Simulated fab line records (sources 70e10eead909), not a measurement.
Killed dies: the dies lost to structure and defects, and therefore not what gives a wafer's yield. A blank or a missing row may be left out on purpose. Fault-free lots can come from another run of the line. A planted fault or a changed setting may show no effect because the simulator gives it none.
Which tool was responsible? / flow nandHarc / Sampling: 24 lots, 72 wafers, 3 of 1302 route steps

== WHAT EACH GAUGE READ, for each wafer ==
NHARC_A_CONTACT_OVL_MEAS_70. Usual: overlayXNm 0.1 nm, standard deviation 0.74; overlayYNm -0.1 nm, standard deviation 0.85.
lot=L074; measured=day 20 22:03; on=overlay-01; overlayXNm (nm)=0.8 0.9 0.6; overlayYNm (nm)=0.9 1.3 0.8; flag=
lot=L075; measured=day 21 06:47; on=overlay-01; overlayXNm (nm)=0.8 0.0 0.4; overlayYNm (nm)=-0.9 -1.1 -1.2; flag=
lot=L078; measured=day 22 00:15; on=overlay-02; overlayXNm (nm)=-0.3 -0.6 -0.7; overlayYNm (nm)=-0.2 0.2 -0.5; flag=
lot=L076; measured=day 21 23:46; on=overlay-01; overlayXNm (nm)=0.6 0.6 0.6; overlayYNm (nm)=0.8 0.4 0.4; flag=
lot=L077; measured=day 23 04:35; on=overlay-02; overlayXNm (nm)=0.5 -0.2 -0.1; overlayYNm (nm)=1.5 1.4 1.6; flag=
lot=L079; measured=day 23 06:34; on=overlay-02; overlayXNm (nm)=-0.9 -0.6 -1.0; overlayYNm (nm)=-0.4 0.0 -1.2; flag=
lot=L080; measured=day 23 09:46; on=overlay-01; overlayXNm (nm)=-0.4 -0.5 -0.3; overlayYNm (nm)=-0.9 -1.2 -1.4; flag=
lot=L081; measured=day 24 09:20; on=overlay-02; overlayXNm (nm)=1.3 1.1 1.7; overlayYNm (nm)=-0.3 -0.6 -0.3; flag=
lot=L082; measured=day 24 16:14; on=overlay-01; overlayXNm (nm)=-0.6 -0.8 -0.7; overlayYNm (nm)=0.0 0.3 -0.2; flag=
lot=L083; measured=day 25 02:05; on=overlay-02; overlayXNm (nm)=0.4 0.7 0.2; overlayYNm (nm)=1.9 1.5 1.9; flag=
lot=L084; measured=day 25 05:50; on=overlay-02; overlayXNm (nm)=0.2 -0.1 0.1; overlayYNm (nm)=-0.7 -0.9 -1.2; flag=
lot=L085; measured=day 25 10:23; on=overlay-02; overlayXNm (nm)=-0.2 -0.1 -0.2; overlayYNm (nm)=-0.5 -1.3 -0.8; flag=
lot=L086; measured=day 26 00:26; on=overlay-02; overlayXNm (nm)=0.1 0.8 0.4; overlayYNm (nm)=-1.4 -1.1 -0.7; flag=
lot=L087; measured=day 26 05:38; on=overlay-01; overlayXNm (nm)=1.3 1.7 1.9; overlayYNm (nm)=-0.2 -0.6 -0.2; flag=
lot=L088; measured=day 26 12:37; on=overlay-02; overlayXNm (nm)=0.7 0.2 0.6; overlayYNm (nm)=0.4 0.6 0.8; flag=
lot=L089; measured=day 26 14:25; on=overlay-01; overlayXNm (nm)=-0.1 0.7 0.4; overlayYNm (nm)=-0.5 -0.6 -0.7; flag=
lot=L090; measured=day 26 21:45; on=overlay-02; overlayXNm (nm)=-0.5 -0.9 -1.3; overlayYNm (nm)=-0.3 -0.3 -0.3; flag=
lot=L091; measured=day 28 06:49; on=overlay-01; overlayXNm (nm)=0.1 -0.5 -0.2; overlayYNm (nm)=-0.2 -0.1 -0.4; flag=
lot=L092; measured=day 28 04:20; on=overlay-02; overlayXNm (nm)=0.0 0.2 -0.4; overlayYNm (nm)=1.4 0.9 0.9; flag=
lot=L093; measured=day 29 08:26; on=overlay-01; overlayXNm (nm)=0.3 0.9 0.2; overlayYNm (nm)=-0.1 0.2 0.6; flag=
lot=L094; measured=day 29 08:10; on=overlay-01; overlayXNm (nm)=1.4 1.5 1.1; overlayYNm (nm)=0.5 0.4 -0.3; flag=
lot=L095; measured=day 30 01:11; on=overlay-01; overlayXNm (nm)=-1.2 -0.2 -0.7; overlayYNm (nm)=-0.9 -1.5 -1.2; flag=
lot=L096; measured=day 29 21:56; on=overlay-01; overlayXNm (nm)=-0.7 -1.0 -0.7; overlayYNm (nm)=-0.4 -0.6 -0.6; flag=
lot=L097; measured=day 30 09:29; on=overlay-02; overlayXNm (nm)=-0.6 -0.6 -0.1; overlayYNm (nm)=-0.8 -0.1 0.4; flag=

== WHICH TOOL RAN EACH LOT (tool, then ch and the chambers of the sampled wafers, then the start) ==
lot=L074; NHARC_A_WL_FILL_ETCHBACK_17=rieMetal-02 ch 0,1, day 19 23:41; NHARC_A_CONTACT_ETCH_123=harCapEtch-03 ch 0,1, day 20 15:55
lot=L075; NHARC_A_WL_FILL_ETCHBACK_17=rieMetal-02 ch 0,1, day 20 03:35; NHARC_A_CONTACT_ETCH_123=harCapEtch-02 ch 0,1, day 20 22:12
lot=L078; NHARC_A_WL_FILL_ETCHBACK_17=rieMetal-02 ch 0,1, day 21 00:53; NHARC_A_CONTACT_ETCH_123=harCapEtch-03 ch 0,1, day 21 17:50
lot=L076; NHARC_A_WL_FILL_ETCHBACK_17=rieMetal-01 ch 0,1, day 21 00:55; NHARC_A_CONTACT_ETCH_123=harCapEtch-01 ch 1, day 21 17:31
lot=L077; NHARC_A_WL_FILL_ETCHBACK_17=rieMetal-03 ch 0,1, day 22 03:06; NHARC_A_CONTACT_ETCH_123=harCapEtch-02 ch 0,1, day 22 20:18
lot=L079; NHARC_A_WL_FILL_ETCHBACK_17=rieMetal-01 ch 0, day 22 03:09; NHARC_A_CONTACT_ETCH_123=harCapEtch-03 ch 0, day 22 19:58
lot=L080; NHARC_A_WL_FILL_ETCHBACK_17=rieMetal-02 ch 0,1, day 22 10:30; NHARC_A_CONTACT_ETCH_123=harCapEtch-01 ch 0,1, day 23 03:45
lot=L081; NHARC_A_WL_FILL_ETCHBACK_17=rieMetal-02 ch 0, day 23 09:37; NHARC_A_CONTACT_ETCH_123=harCapEtch-03 ch 0,1, day 24 02:19
lot=L082; NHARC_A_WL_FILL_ETCHBACK_17=rieMetal-02 ch 0,1, day 23 15:50; NHARC_A_CONTACT_ETCH_123=harCapEtch-02 ch 0,1, day 24 08:10
lot=L083; NHARC_A_WL_FILL_ETCHBACK_17=rieMetal-02 ch 0,1, day 23 22:13; NHARC_A_CONTACT_ETCH_123=harCapEtch-03 ch 0,1, day 24 16:50
lot=L084; NHARC_A_WL_FILL_ETCHBACK_17=rieMetal-02 ch 0,1, day 24 02:37; NHARC_A_CONTACT_ETCH_123=harCapEtch-01 ch 0,1, day 24 21:11
lot=L085; NHARC_A_WL_FILL_ETCHBACK_17=rieMetal-03 ch 1, day 24 08:56; NHARC_A_CONTACT_ETCH_123=harCapEtch-02 ch 0,1, day 25 04:06
lot=L086; NHARC_A_WL_FILL_ETCHBACK_17=rieMetal-03 ch 1, day 25 00:56; NHARC_A_CONTACT_ETCH_123=harCapEtch-01 ch 0,1, day 25 17:46
lot=L087; NHARC_A_WL_FILL_ETCHBACK_17=rieMetal-02 ch 0,1, day 25 00:56; NHARC_A_CONTACT_ETCH_123=harCapEtch-03 ch 0,1, day 25 20:19
lot=L088; NHARC_A_WL_FILL_ETCHBACK_17=rieMetal-02 ch 0,1, day 25 09:41; NHARC_A_CONTACT_ETCH_123=harCapEtch-02 ch 0,1, day 26 03:09
lot=L089; NHARC_A_WL_FILL_ETCHBACK_17=rieMetal-02 ch 0,1, day 25 12:47; NHARC_A_CONTACT_ETCH_123=harCapEtch-01 ch 0,1, day 26 04:46
lot=L090; NHARC_A_WL_FILL_ETCHBACK_17=rieMetal-01 ch 0,1, day 25 21:34; NHARC_A_CONTACT_ETCH_123=harCapEtch-03 ch 0,1, day 26 15:21
lot=L091; NHARC_A_WL_FILL_ETCHBACK_17=rieMetal-03 ch 0,1, day 27 05:25; NHARC_A_CONTACT_ETCH_123=harCapEtch-01 ch 0,1, day 27 22:14
lot=L092; NHARC_A_WL_FILL_ETCHBACK_17=rieMetal-01 ch 0,1, day 27 05:46; NHARC_A_CONTACT_ETCH_123=harCapEtch-03 ch 0,1, day 27 22:08
lot=L093; NHARC_A_WL_FILL_ETCHBACK_17=rieMetal-03 ch 0,1, day 28 10:00; NHARC_A_CONTACT_ETCH_123=harCapEtch-01 ch 0,1, day 29 02:13
lot=L094; NHARC_A_WL_FILL_ETCHBACK_17=rieMetal-01 ch 0,1, day 28 10:08; NHARC_A_CONTACT_ETCH_123=harCapEtch-03 ch 0,1, day 29 02:17
lot=L095; NHARC_A_WL_FILL_ETCHBACK_17=rieMetal-01 ch 0,1, day 28 22:53; NHARC_A_CONTACT_ETCH_123=harCapEtch-02 ch 0,1, day 29 16:22
lot=L096; NHARC_A_WL_FILL_ETCHBACK_17=rieMetal-03 ch 0,1, day 28 23:24; NHARC_A_CONTACT_ETCH_123=harCapEtch-01 ch 0,1, day 29 14:53
lot=L097; NHARC_A_WL_FILL_ETCHBACK_17=rieMetal-02 ch 0,1, day 29 07:44; NHARC_A_CONTACT_ETCH_123=harCapEtch-03 ch 0,1, day 30 02:50
- NHARC_A_WL_FILL_ETCHBACK_17: etches the open film in Cl2/BCl3, target depth 4 nm, time 26.7 s.
- NHARC_A_CONTACT_ETCH_123: etches the open film in C4F8/O2/Ar, time 490 s, target depth 2110 nm.

== WHAT THE TOOLS THEMSELVES READ (means of the sampled wafers that have a number; where no wafer has one, the mark that the record gives instead) ==
NHARC_A_WL_FILL_ETCHBACK_17. Usual: drypumpMotorCurrentA 6.2 A, standard deviation 0.37; oesProductAu 1.006 a.u., standard deviation 0.0098.
lot=L074; tool=rieMetal-02; drypumpMotorCurrentA (A)=6.1; oesProductAu (a.u.)=0.996; flag=
lot=L075; tool=rieMetal-02; drypumpMotorCurrentA (A)=6.1; oesProductAu (a.u.)=1.003; flag=
lot=L078; tool=rieMetal-02; drypumpMotorCurrentA (A)=6.1; oesProductAu (a.u.)=1.008; flag=
lot=L076; tool=rieMetal-01; drypumpMotorCurrentA (A)=6.6; oesProductAu (a.u.)=1.008; flag=
lot=L077; tool=rieMetal-03; drypumpMotorCurrentA (A)=5.8; oesProductAu (a.u.)=1.013; flag=
lot=L079; tool=rieMetal-01; drypumpMotorCurrentA (A)=6.6; oesProductAu (a.u.)=1.008; flag=
lot=L080; tool=rieMetal-02; drypumpMotorCurrentA (A)=6.0; oesProductAu (a.u.)=1.009; flag=
lot=L081; tool=rieMetal-02; drypumpMotorCurrentA (A)=5.9; oesProductAu (a.u.)=1.011; flag=
lot=L082; tool=rieMetal-02; drypumpMotorCurrentA (A)=6.1; oesProductAu (a.u.)=1.013; flag=
lot=L083; tool=rieMetal-02; drypumpMotorCurrentA (A)=6.1; oesProductAu (a.u.)=1.017; flag=
lot=L084; tool=rieMetal-02; drypumpMotorCurrentA (A)=6.0; oesProductAu (a.u.)=1.008; flag=
lot=L085; tool=rieMetal-03; drypumpMotorCurrentA (A)=5.5; oesProductAu (a.u.)=1.002; flag=
lot=L086; tool=rieMetal-03; drypumpMotorCurrentA (A)=5.5; oesProductAu (a.u.)=1.005; flag=
lot=L087; tool=rieMetal-02; drypumpMotorCurrentA (A)=6.1; oesProductAu (a.u.)=1.017; flag=
lot=L088; tool=rieMetal-02; drypumpMotorCurrentA (A)=6.0; oesProductAu (a.u.)=1.011; flag=
lot=L089; tool=rieMetal-02; drypumpMotorCurrentA (A)=6.0; oesProductAu (a.u.)=1.006; flag=
lot=L090; tool=rieMetal-01; drypumpMotorCurrentA (A)=6.6; oesProductAu (a.u.)=1.008; flag=
lot=L091; tool=rieMetal-03; drypumpMotorCurrentA (A)=6.2; oesProductAu (a.u.)=1.001; flag=
lot=L092; tool=rieMetal-01; drypumpMotorCurrentA (A)=6.6; oesProductAu (a.u.)=1.003; flag=
lot=L093; tool=rieMetal-03; drypumpMotorCurrentA (A)=6.2; oesProductAu (a.u.)=1.000; flag=
lot=L094; tool=rieMetal-01; drypumpMotorCurrentA (A)=6.6; oesProductAu (a.u.)=1.001; flag=
lot=L095; tool=rieMetal-01; drypumpMotorCurrentA (A)=6.6; oesProductAu (a.u.)=0.996; flag=
lot=L096; tool=rieMetal-03; drypumpMotorCurrentA (A)=5.8; oesProductAu (a.u.)=1.000; flag=
lot=L097; tool=rieMetal-02; drypumpMotorCurrentA (A)=5.9; oesProductAu (a.u.)=1.005; flag=

== THE ANSWER, worked out from the rows above alone ==
Rule: a lot counts as off when the mean over its wafers that have a number is more than 3 standard deviations away from the usual mean. Also off: a lot with no number at a reading for which 4 or more lots have one. Where the step has rows for the other lots, those lots are counted as sound. Order of review: gauges by route order, followed by the tools' own readings, for which a lot's mean as printed above is used. The first step at which some lot is off is used, and at that step the reading that is off furthest; a lot without a number counts as furthest.
None of the lots is off at any reading shown; this tells nothing.

== WHAT THE SIMULATOR PUT IN ==
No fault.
